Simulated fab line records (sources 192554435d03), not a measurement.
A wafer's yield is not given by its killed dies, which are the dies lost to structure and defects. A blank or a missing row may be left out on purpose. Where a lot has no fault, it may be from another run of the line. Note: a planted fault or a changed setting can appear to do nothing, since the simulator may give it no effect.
Split-lot experiment + flow n5-finfet + 7 lots, 21 wafers read, on a route of 1938 steps

ABOUT THE SPLIT
At N5_BEOL_M14_COAT_22 (resist thk 300 nm), the setting spin-rpm was moved away from the recipe's 2888 rpm on 7 of the 21 wafers read, by -8.9% to +10.9%. For the rest of the wafers, this setting stayed at what the recipe calls for.

The reading comes from the split's own step.

THE READING
coat_of_BEOL_M14_COAT_22.thk-nm (the simulator's own value, which no gauge read), in nm, at N5_BEOL_M14_COAT_22 (resist thk 300 nm). No usual value for it is given in the file. Average 300.3 nm, standard deviation 0.58 nm, over the 14 wafers here run with the recipe.

| wafer  | tool, chamber at the split | spin-rpm as run, rpm | against the recipe | coat_of_BEOL_M14_COAT_22.thk-nm, nm | against lot-mates on the recipe |
|--------|----------------------------|----------------------|--------------------|-------------------------------------|---------------------------------|
| L077.1 | litho-track-04, 0          | 2805                 | -2.9%              | 303.8                               | +4.0                            |
| L077.3 | litho-track-04, 0          | 2805                 | -2.9%              | 304.8                               | +5.0                            |
| L077.4 | litho-track-04, 0          | 2888                 | recipe             | 299.8                               | -                               |
| L081.3 | litho-track-03, 0          | 2888                 | recipe             | 301                                 | -                               |
| L081.5 | litho-track-03, 0          | 2888                 | recipe             | 300.2                               | -                               |
| L081.6 | litho-track-03, 0          | 2888                 | recipe             | 300.8                               | -                               |
| L088.1 | litho-track-04, 0          | 2888                 | recipe             | 300.6                               | -                               |
| L088.3 | litho-track-04, 0          | 3053                 | +5.7%              | 292.4                               | -8.2                            |
| L088.5 | litho-track-04, 0          | 3053                 | +5.7%              | 292.4                               | -8.2                            |
| L090.1 | litho-track-03, 0          | 2888                 | recipe             | 299.4                               | -                               |
| L090.4 | litho-track-03, 0          | 2888                 | recipe             | 299.6                               | -                               |
| L090.5 | litho-track-03, 0          | 2888                 | recipe             | 300.2                               | -                               |
| L091.3 | litho-track-02, 0          | 2888                 | recipe             | 300                                 | -                               |
| L091.4 | litho-track-02, 0          | 2888                 | recipe             | 300                                 | -                               |
| L091.6 | litho-track-02, 0          | 3204                 | +10.9%             | 283.8                               | -16.2                           |
| L095.3 | litho-track-03, 0          | 2888                 | recipe             | 300.2                               | -                               |
| L095.4 | litho-track-03, 0          | 2630                 | -8.9%              | 314.8                               | +14.7                           |
| L095.6 | litho-track-03, 0          | 2888                 | recipe             | 300                                 | -                               |
| L096.1 | litho-track-04, 0          | 2741                 | -5.1%              | 309                                 | +7.7                            |
| L096.4 | litho-track-04, 0          | 2888                 | recipe             | 301.2                               | -                               |
| L096.5 | litho-track-04, 0          | 2888                 | recipe             | 301.4                               | -                               |

FIT RESULTS
A straight line over all 21 wafers: coat_of_BEOL_M14_COAT_22.thk-nm changes by -1.52 nm for each +1% of spin-rpm; r = -0.99; the points scatter about the line by 0.65 nm.
The same after taking each lot's own level away (the mean of its wafers on the recipe; 21 wafers): -1.52 nm for each +1%; r = -1.00; scatter 0.39 nm.
Per that fit: largest spin-rpm move, reading shift of 17 nm.
Measured against the standard deviation above, the lots' own levels, which go from 299.73 to 301.30 nm, span 2.7 times it.
Hence the lot-to-lot level has little effect on the slope; both slopes agree.
Check: for one of the wafers moved furthest among these (+10.9%), held out of the fit, the line's prediction against its lot-mates is -16.8 nm. Against them it came out at -16.2 nm.

OTHER SPLITS APPLIED TO THESE WAFERS
Before the reading, these wafers also passed through other splits. Each is held against what the fit with the lots' levels taken away leaves over:
| other split on the same wafers    | wafers away from the commonest value | r with coat_of_BEOL_M14_COAT_22.thk-nm (lot level and that fit taken away) |
|-----------------------------------|--------------------------------------|----------------------------------------------------------------------------|
| N5_BEOL_M10_TRENCH_ETCH_37 time-s | 4                                    | +0.12                                                                      |
| N5_BEOL_M11_ETCH_62 bias-w        | 6                                    | -0.58                                                                      |
| N5_BEOL_M13_SPUTTER_43 time-s     | 7                                    | +0.17                                                                      |
| N5_BEOL_M13_SPUTTER_44 time-s     | 7                                    | -0.03                                                                      |

FILE'S OWN FIT
coat_of_BEOL_M14_COAT_22.thk-nm changes by -1.53 nm for each +1% of spin-rpm, r = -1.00.
